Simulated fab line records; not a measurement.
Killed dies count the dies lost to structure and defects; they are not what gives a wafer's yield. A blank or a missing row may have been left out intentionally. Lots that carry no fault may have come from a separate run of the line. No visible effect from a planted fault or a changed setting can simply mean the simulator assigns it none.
Matching of chambers | flow n5_finfet | N5_FIN_SAQP_ALD_61 on ald_sin-03 has 4 sister chambers
The step deposits SiO2, target thk 4 nm, pulse time 1 s, purge time 2 s. 8 wafers are shown with their chamber, then 10 later ones without.

WAFERS, EACH WITH ITS CHAMBER
wafer  | chamber | heater_power_w (W) | precursor_pulse_height_rel
L081.5 | 2       | 532                | 0.999
L083.3 | 2       | 521                | 1.012
L084.4 | 1       | 402                | 0.989
L086.2 | 3       | 552                | 0.997
L086.4 | 0       | 455                | 1.030
L086.5 | 1       | 430                | 1.006
L088.4 | 3       | 538                | 0.990
L088.5 | 0       | 461                | 1.012

WAFERS MISSING THEIR CHAMBER
wafer  | heater_power_w (W) | precursor_pulse_height_rel
L088.6 | 550                | 1.029
L089.2 | 465                | 0.978
L089.5 | 508                | 1.024
L089.6 | 537                | 1.007
L092.2 | 529                | 1.018
L092.4 | 521                | 0.995
L092.5 | 524                | 0.994
L095.2 | 514                | 1.005
L095.4 | 540                | 0.992
L095.5 | 535                | 0.975

EACH ONE'S CHAMBER
wafer  | from the rows above          | in truth
L088.6 | can't be placed: 2 or 3      | 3
L089.2 | can't be placed: 0 or 1 or 2 | 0
L089.5 | can't be placed: 2 or 0 or 3 | 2
L089.6 | can't be placed: 2 or 3      | 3
L092.2 | can't be placed: 2 or 3      | 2
L092.4 | can't be placed: 2 or 3      | 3
L092.5 | can't be placed: 2 or 3      | 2
L095.2 | can't be placed: 2 or 3      | 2
L095.4 | can't be placed: 3 or 2      | 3
L095.5 | can't be placed: 3 or 2      | 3
Correct placement for 0 of the 10. These rows do not allow placing 10 (true chamber among the candidates in 10). 0 placed wrongly.
How it was worked out, from the rows above alone: a wafer's distance from a chamber is the root of the sum, over the readings, of the square of ((its reading less the chamber's mean) divided by the reading's scatter). If the next closest chamber is less than 2 further off than the closest, the wafer can't be placed; otherwise it belongs to the closest. Each chamber's mean is taken over the wafers shown for it. How the scatter is found: for the shown wafers, subtract from each reading the mean of its chamber, square and add these, divide the total by (wafers less chambers), then take the root.
